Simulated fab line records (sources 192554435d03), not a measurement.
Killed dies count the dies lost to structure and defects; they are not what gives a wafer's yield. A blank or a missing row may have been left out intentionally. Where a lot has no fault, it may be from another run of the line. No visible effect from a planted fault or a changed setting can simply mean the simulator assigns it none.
fab line records -- flow n5-finfet
record: lots: 10, wafers: 30, last-day: 18
route steps=1938 shown BEOL_M3@933 BEOL_M4@1111
lots that met no fault: from a run of the same line without faults
start-h: hours from the record's opening day to when the first of the lot's shown wafers began -- wait-h: hours elapsed since this lot's preceding step -- " unchanged from the row above -- L1.1+2: one row covering several wafers at once -- - no value, or no start was given -- * or withheld: withheld -- < > ~ a bound
route shown NAME@n: NAME is a module with steps in the file, n the number in the route of the first one -- usual: the fault-free wafers' mean and standard deviation -- same: alike in all rows -- chamber/n: place in a boat -- sites: each site's reading -- _std_site: the standard deviation of these -- _edge_site: outer sites' mean less inner sites' -- radius-mm: for every site, how far away it sits from the centre of the wafer -- mask NAME#n: copy n -- behind: tool/chamber where the wafer was last shaped -- hold: why the lot went on hold/how many hours it stayed there/how the hold came to an end -- device: which transistor (n, p or np) failed to switch -- end of line: at the end of the route, the tests of the same wafers -- a step given without rows: its recipe and nothing more -- killed: dies that structure and defects cost at the first sort, which is not the same as the wafer's yield -- map: a wafer's dies, x killed, . not, _ none there
set.NAME: the run value of the setting; set.NAME@STEP: its run value at that earlier step -- model.NAME: the simulator's own value behind a step, which no gauge read
route steps across a sampled set of lots; one table per step, one row per wafer
services: the hour from which a tool's chamber was out of use, counted from the record's first day as start-h (under 0 if before that day), plus the number of hours and why
== steps ==
step: N5_BEOL_M3_PECVD_72
recipe: material: SiO2, target-thk-a: 160, temp-c: 400, precursor: TEOS/O2, pressure-torr: 5.5, rf-w: 450, teos-flow-sccm: 53.8, gas: O2, flow-sccm: 3000, time-s: 18
usual: heater-power-w: 694/110, showerhead-plenum-p-Torr: 8.77/0.032, throttle-valve-pct: 22.0/1.2
lot.wafer,tool,chamber,start-h,wait-h,heater-power-w,showerhead-plenum-p-Torr,throttle-valve-pct
L461.1,pecvd-02,0,156.13,0.0,751,8.80,23.0
L461.3,pecvd-02,2,156.13,0.0,649,8.79,21.3
L461.4,pecvd-02,1,156.13,0.0,728,8.75,20.9
L464.2,pecvd-03,0,178.42,0.0,795,8.72,23.5
L464.4,pecvd-03,1,178.42,0.0,532,8.75,22.0
L464.5,pecvd-03,2,178.42,0.0,560,8.82,20.8
L466.2,pecvd-04,2,188.42,0.0,706,8.74,20.7
L466.4,pecvd-04,1,188.42,0.0,774,8.75,21.7
L466.5,pecvd-04,0,188.42,0.0,846,8.78,23.4
L467.1,pecvd-02,1,190.03,0.0,685,8.79,20.9
L467.4,pecvd-02,2,190.03,0.0,689,8.78,21.7
L467.5,pecvd-02,1,190.03,0.0,671,8.76,20.8
L468.1,pecvd-03,0,202.78,0.0,816,8.73,23.7
L468.3,pecvd-03,2,202.78,0.0,478,8.83,20.9
L468.5,pecvd-03,0,202.78,0.0,826,8.74,23.4
L469.1,pecvd-04,1,203.02,0.0,745,8.77,21.9
L469.5,pecvd-04,0,203.02,0.0,855,8.78,23.8
L469.6,pecvd-04,2,203.02,0.0,711,8.73,20.6
L476.1,pecvd-03,1,254.25,0.0,528,8.74,22.3
L476.3,pecvd-03,0,254.25,0.0,938,8.75,24.0
L476.5,pecvd-03,0,254.25,0.0,925,8.74,24.0
L479.3,pecvd-04,2,262.44,0.0,637,8.73,20.5
L479.4,pecvd-04,1,262.44,0.0,715,8.76,22.1
L479.6,pecvd-04,0,262.44,0.0,741,8.77,23.8
L481.2,pecvd-04,1,278.20,0.0,675,8.75,22.1
L481.4,pecvd-04,2,278.20,0.0,701,8.75,20.8
L481.6,pecvd-04,1,278.20,0.0,665,8.76,21.7
L483.1,pecvd-04,0,286.57,0.0,747,8.79,23.4
L483.2,pecvd-04,2,286.57,0.0,720,8.75,20.7
L483.3,pecvd-04,1,286.57,0.0,732,8.77,21.7
step: N5_BEOL_M3_SPUTTER_90
recipe: material: Cu, target-thk-a: 45, temp-c: -20, chamber-pressure-pa: 0.07, power-w: withheld, time-s: 8.29
usual: throttle-valve-pct: 30.4/1.3
lot.wafer,tool,chamber,start-h,wait-h,throttle-valve-pct
L461.1,pvd-sputter-01,-,163.09,0.1,30.1
L461.3,pvd-sputter-01,-,163.09,0.1,28.5
L461.4,pvd-sputter-01,-,163.09,0.1,30.1
L464.2,pvd-sputter-01,-,187.23,0.1,32.0
L464.4,pvd-sputter-01,-,187.23,0.1,31.3
L464.5,pvd-sputter-01,-,187.23,0.1,32.2
L466.2,pvd-sputter-02,-,193.70,0.1,29.0
L466.4,pvd-sputter-02,-,193.70,0.1,30.7
L466.5,pvd-sputter-02,-,193.70,0.1,31.1
L467.1,pvd-sputter-01,-,200.68,0.1,31.6
L467.4,pvd-sputter-01,-,200.68,0.1,28.4
L467.5,pvd-sputter-01,-,200.68,0.1,28.6
L468.1,pvd-sputter-03,-,211.90,0.1,32.1
L468.3,pvd-sputter-03,-,211.90,0.1,28.6
L468.5,pvd-sputter-03,-,211.90,0.1,32.1
L469.1,pvd-sputter-01,-,214.83,0.1,30.5
L469.5,pvd-sputter-01,-,214.83,0.1,28.2
L469.6,pvd-sputter-01,-,214.83,0.1,30.0
L476.1,pvd-sputter-02,-,260.73,0.1,30.1
L476.3,pvd-sputter-02,-,260.73,0.1,28.9
L476.5,pvd-sputter-02,-,260.73,0.1,30.3
L479.3,pvd-sputter-03,-,270.46,0.1,28.5
L479.4,pvd-sputter-03,-,270.46,0.1,31.6
L479.6,pvd-sputter-03,-,270.46,0.1,32.0
L481.2,pvd-sputter-03,-,287.68,0.1,28.8
L481.4,pvd-sputter-03,-,287.68,0.1,29.1
L481.6,pvd-sputter-03,-,287.68,0.1,28.3
L483.1,pvd-sputter-02,-,306.41,0.1,30.9
L483.2,pvd-sputter-02,-,306.41,0.1,28.9
L483.3,pvd-sputter-02,-,306.41,0.1,30.9
step: N5_BEOL_M3_SPUTTER_96
recipe: material: Cu, target-thk-a: 45, temp-c: -20, chamber-pressure-pa: 0.07, power-w: withheld, time-s: 8.29
usual: throttle-valve-pct: 30.3/1.3
lot.wafer,tool,chamber,start-h,wait-h,throttle-valve-pct
L461.1,pvd-sputter-01,-,163.75,0.1,30.2
L461.3,pvd-sputter-01,-,163.75,0.1,28.3
L461.4,pvd-sputter-01,-,163.75,0.1,30.5
L464.2,pvd-sputter-01,-,187.89,0.1,32.0
L464.4,pvd-sputter-01,-,187.89,0.1,31.6
L464.5,pvd-sputter-01,-,187.89,0.1,32.0
L466.2,pvd-sputter-02,-,194.36,0.1,29.0
L466.4,pvd-sputter-02,-,194.36,0.1,30.7
L466.5,pvd-sputter-02,-,194.36,0.1,31.0
L467.1,pvd-sputter-01,-,201.34,0.1,31.3
L467.4,pvd-sputter-01,-,201.34,0.1,28.6
L467.5,pvd-sputter-01,-,201.34,0.1,28.5
L468.1,pvd-sputter-03,-,212.56,0.1,32.3
L468.3,pvd-sputter-03,-,212.56,0.1,28.7
L468.5,pvd-sputter-03,-,212.56,0.1,32.0
L469.1,pvd-sputter-01,-,215.49,0.1,30.2
L469.5,pvd-sputter-01,-,215.49,0.1,28.3
L469.6,pvd-sputter-01,-,215.49,0.1,30.3
L476.1,pvd-sputter-02,-,261.39,0.1,30.4
L476.3,pvd-sputter-02,-,261.39,0.1,29.1
L476.5,pvd-sputter-02,-,261.39,0.1,30.5
L479.3,pvd-sputter-03,-,271.12,0.1,28.4
L479.4,pvd-sputter-03,-,271.12,0.1,31.5
L479.6,pvd-sputter-03,-,271.12,0.1,32.3
L481.2,pvd-sputter-03,-,297.17,0.1,28.1
L481.4,pvd-sputter-03,-,297.17,0.1,28.6
L481.6,pvd-sputter-03,-,297.17,0.1,28.5
L483.1,pvd-sputter-02,-,307.16,0.1,30.4
L483.2,pvd-sputter-02,-,307.16,0.1,28.9
L483.3,pvd-sputter-02,-,307.16,0.1,30.8
step: N5_BEOL_M3_CMP_52
recipe: stop-on: SiOC, t-overpolish-s: 6.8, down-force-psi: 1, platen-rpm: 50, clearing-platen-down-force-psi: 1.5, clearing-platen-rpm: 50, post-cmp-clean: cu-alkaline, target-thk-nm: 40, clearing-platen-pad-velocity-m-s: 0.99484, pad-velocity-m-s: 0.99484
usual: barrier-field-endpoint-s: 24.6/0.64, motor-current-A: 6.1/0.62
lot.wafer,tool,chamber,start-h,wait-h,barrier-field-endpoint-s,motor-current-A
L461.1,cmp-01,2,173.71,0.3,23.9,5.8
L461.3,cmp-01,3,173.71,0.3,24.9,5.7
L461.4,cmp-01,1,173.71,0.3,25.8,7.0
L464.4,cmp-04,1,189.53,0.2,25.3,5.7
L464.2,cmp-04,2,189.53,0.2,25.9,5.6
L464.5,cmp-04,1,189.53,0.2,25.5,5.6
L466.4,cmp-02,3,194.85,0.1,26.5,5.9
L466.2,cmp-02,0,194.85,0.1,24.4,6.2
L466.5,cmp-02,0,194.85,0.1,24.8,6.5
L467.1,cmp-02,0,201.83,0.3,24.5,6.6
L467.4,cmp-02,1,201.83,0.3,25.0,5.7
L467.5,cmp-02,0,201.83,0.3,24.0,6.2
L468.1,cmp-01,2,213.13,0.3,23.5,5.5
L468.3,cmp-01,3,213.13,0.3,24.3,5.4
L468.5,cmp-01,3,213.13,0.3,24.5,5.3
L469.1,cmp-01,2,216.21,0.4,23.2,5.5
L469.6,cmp-01,3,216.21,0.4,24.5,5.7
L469.5,cmp-01,0,216.21,0.4,24.6,5.9
L476.1,cmp-02,0,261.93,0.3,17.7,6.5
L476.3,cmp-02,1,261.93,0.3,24.2,5.9
L476.5,cmp-02,3,261.93,0.3,19.1,5.6
L479.4,cmp-04,0,271.61,0.1,23.5,6.8
L479.3,cmp-04,1,271.61,0.1,24.1,5.7
L479.6,cmp-04,0,271.61,0.1,23.8,6.8
L481.2,cmp-02,2,297.66,0.2,25.6,7.2
L481.4,cmp-02,0,297.66,0.2,23.9,6.2
L481.6,cmp-02,3,297.66,0.2,25.1,5.7
L483.2,cmp-02,3,307.65,0.2,25.2,5.8
L483.1,cmp-02,1,307.65,0.2,24.2,5.8
L483.3,cmp-02,2,307.65,0.2,25.1,7.7
step: N5_BEOL_M3_THK_MEAS_53
recipe: thk-meas-gauge: xrf, reads: Cu_of_BEOL_M3_ECD_50
usual: M3_THK: 39.2/1.7
lot.wafer,tool,chamber,start-h,wait-h,M3_THK[nm]
L461.1,film-metro-02,-,174.00,-,35.5
L461.3,film-metro-02,-,174.00,-,37.3
L461.4,film-metro-02,-,174.00,-,38.9
L464.2,film-metro-02,-,189.79,-,39.1
L464.4,film-metro-02,-,189.79,-,39.5
L464.5,film-metro-02,-,189.79,-,38.9
L466.2,film-metro-02,-,195.15,-,36.2
L466.4,film-metro-02,-,195.15,-,41.9
L466.5,film-metro-02,-,195.15,-,38.3
L467.1,film-metro-02,-,202.12,-,35.7
L467.4,film-metro-02,-,202.12,-,38.4
L467.5,film-metro-02,-,202.12,-,37.5
L468.1,film-metro-01,-,213.42,-,37.3
L468.3,film-metro-01,-,213.42,-,39.5
L468.5,film-metro-01,-,213.42,-,39.8
L469.1,film-metro-01,-,216.39,-,36.9
L469.5,film-metro-01,-,216.39,-,40.9
L469.6,film-metro-01,-,216.39,-,40.9
L476.1,film-metro-02,-,262.18,-,36.5
L476.3,film-metro-02,-,262.18,-,37.4
L476.5,film-metro-02,-,262.18,-,41.2
L479.3,film-metro-01,-,271.91,-,39.1
L479.4,film-metro-01,-,271.91,-,37.3
L479.6,film-metro-01,-,271.91,-,37.8
L481.2,film-metro-02,-,297.95,-,39.1
L481.4,film-metro-02,-,297.95,-,36.4
L481.6,film-metro-02,-,297.95,-,40.8
L483.1,film-metro-02,-,307.94,-,38.6
L483.2,film-metro-02,-,307.94,-,39.3
L483.3,film-metro-02,-,307.94,-,40.2
step: N5_BEOL_M4_RC_MEAS_101
usual: DIBL_N: 35.7/1.5, DIBL_P: 35.7/2, IOFF_N: 0.155/0.026, IOFF_P: 0.20/0.031, ION_N: 675/11, ION_P: 462/7.1, SS_N: 71.3/0.57, SS_P: 73.1/0.56, VT_N: 250/3, VT_P: -251/3
lot.wafer,tool,chamber,start-h,wait-h,DIBL_N[mV/V],DIBL_P[mV/V],IOFF_N[nA/um],IOFF_P[nA/um],ION_N[uA/um],ION_P[uA/um],SS_N[mV/dec],SS_P[mV/dec],VT_N[mV],VT_P[mV]
L461.1,prober-01,0,185.28,0.0,37.9,38.4,0.208,0.24,696,472,72.1,73.4,245,-247
L461.3,prober-01,0,185.28,0.0,37.5,37.2,0.182,0.23,671,461,71.8,73.3,247,-248
L461.4,prober-01,0,185.28,0.0,35.9,36.3,0.166,0.22,688,474,70.9,73.4,247,-249
L464.2,prober-02,0,199.05,0.2,36.1,34.7,0.165,0.21,674,460,72.0,72.9,248,-251
L464.4,prober-02,0,199.05,0.2,37.1,34.5,0.181,0.20,694,468,72.9,73.0,248,-252
L464.5,prober-02,0,199.05,0.2,35.4,32.9,0.140,0.18,678,464,71.3,72.6,251,-252
L466.2,prober-01,0,216.71,0.2,36.2,37.5,0.178,0.24,685,470,71.6,72.9,246,-247
L466.4,prober-01,0,216.71,0.2,37.4,38.2,0.200,0.24,684,469,71.5,73.6,245,-246
L466.5,prober-01,0,216.71,0.2,35.3,36.8,0.169,0.22,686,475,70.8,72.9,247,-250
L467.1,prober-01,0,217.48,0.7,34.3,34.2,0.123,0.16,676,456,71.0,73.0,253,-253
L467.4,prober-01,0,217.48,0.7,31.8,31.0,0.089,0.13,667,460,70.7,72.3,259,-258
L467.5,prober-01,0,217.48,0.7,32.5,31.7,0.099,0.13,658,453,70.8,71.9,257,-258
L469.1,prober-01,0,224.64,0.0,34.8,33.6,0.122,0.17,652,450,71.1,73.1,255,-256
L469.5,prober-01,0,224.64,0.0,36.7,35.2,0.161,0.18,677,459,71.2,73.7,248,-256
L469.6,prober-01,0,224.64,0.0,36.9,35.2,0.152,0.19,675,450,71.0,72.9,253,-256
L468.1,prober-01,0,225.57,0.7,36.5,35.5,0.148,0.22,666,462,71.8,73.4,252,-249
L468.3,prober-01,0,225.57,0.7,35.9,34.9,0.127,0.20,666,464,71.2,73.2,252,-250
L468.5,prober-01,0,225.57,0.7,37.2,35.3,0.156,0.22,662,453,71.4,73.3,254,-246
L476.1,prober-01,0,277.73,0.0,36.7,36.3,0.157,0.21,682,472,72.4,72.9,248,-248
L476.3,prober-01,0,277.73,0.0,37.4,37.0,0.171,0.23,683,469,72.5,73.6,248,-247
L476.5,prober-01,0,277.73,0.0,37.1,36.7,0.169,0.23,677,467,71.9,73.5,246,-247
L479.3,prober-01,0,286.34,0.3,34.8,33.1,0.112,0.18,654,458,71.0,72.4,255,-251
L479.4,prober-01,0,286.34,0.3,36.9,36.3,0.160,0.23,682,474,71.2,73.0,248,-247
L479.6,prober-01,0,286.34,0.3,36.3,35.8,0.146,0.22,679,468,71.5,72.6,250,-249
L481.2,prober-02,0,312.09,0.2,31.0,29.9,0.093,0.14,657,459,69.6,71.6,255,-254
L481.4,prober-02,0,312.09,0.2,36.2,35.2,0.162,0.20,678,460,71.8,73.4,248,-250
L481.6,prober-02,0,312.09,0.2,37.6,38.5,0.201,0.26,679,464,71.5,73.3,249,-248
L483.1,prober-02,0,320.07,0.0,36.7,38.3,0.173,0.21,680,466,72.6,73.2,247,-251
L483.2,prober-02,0,320.07,0.0,37.4,38.4,0.189,0.22,674,461,71.5,73.3,246,-251
L483.3,prober-02,0,320.07,0.0,35.5,37.9,0.159,0.21,683,462,72.3,72.8,249,-250
== services ==
tool,chamber,start-h,hours,kind
pecvd-03,-,142.42,14.6,pm
pvd-sputter-03,-,144.93,4.2,repair
cmp-04,-,153.99,1.2,repair
cmp-04,-,158.51,4.0,pm
cmp-04,-,162.88,7.6,repair
cmp-01,-,168.17,4.1,pm
pvd-sputter-03,-,178.36,1.0,repair
cmp-01,-,179.11,2.5,repair
cmp-02,-,183.37,4.0,pm
cmp-01,-,192.70,7.2,repair
pecvd-03,2,209.24,13.2,repair
pecvd-04,0,214.44,25.6,repair
cmp-02,-,223.26,4.3,pm
pecvd-02,2,223.44,4.2,repair
cmp-02,-,227.88,1.6,repair
cmp-01,-,234.04,3.7,pm
cmp-04,-,236.65,5.7,pm
pecvd-04,2,242.61,6.9,repair
pecvd-03,1,260.12,40.9,repair
cmp-04,-,275.29,2.0,repair
pecvd-03,-,276.82,6.0,pm
cmp-01,-,288.82,1.2,repair
pecvd-04,2,289.93,9.3,repair
pecvd-03,-,298.20,0.8,repair
== key ==
first-sign: step: N5_BEOL_M3_CMP_52, reading: barrier-field-endpoint-s, direction: down, sigmas: 9.8, usual: 24.6, struck: 18.4
effect none on later readings
met-at N5_BEOL_M3_PECVD_72
struck-lots L476
struck-wafers L476.1,L476.5
not-acting-at N5_BEOL_M3_SPUTTER_90,N5_BEOL_M3_SPUTTER_96,N5_BEOL_M3_THK_MEAS_53
onset-between 202.78 254.25
fault: kind: process-parameter-drift, tool: pecvd-03, chamber: -, onset-h: 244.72, steps: N5_BEOL_M3_PECVD_72, channel: time-s, offset: *, shape: step, end-h: 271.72, scope: struck-wafers-only, acts-in: *, stated: *
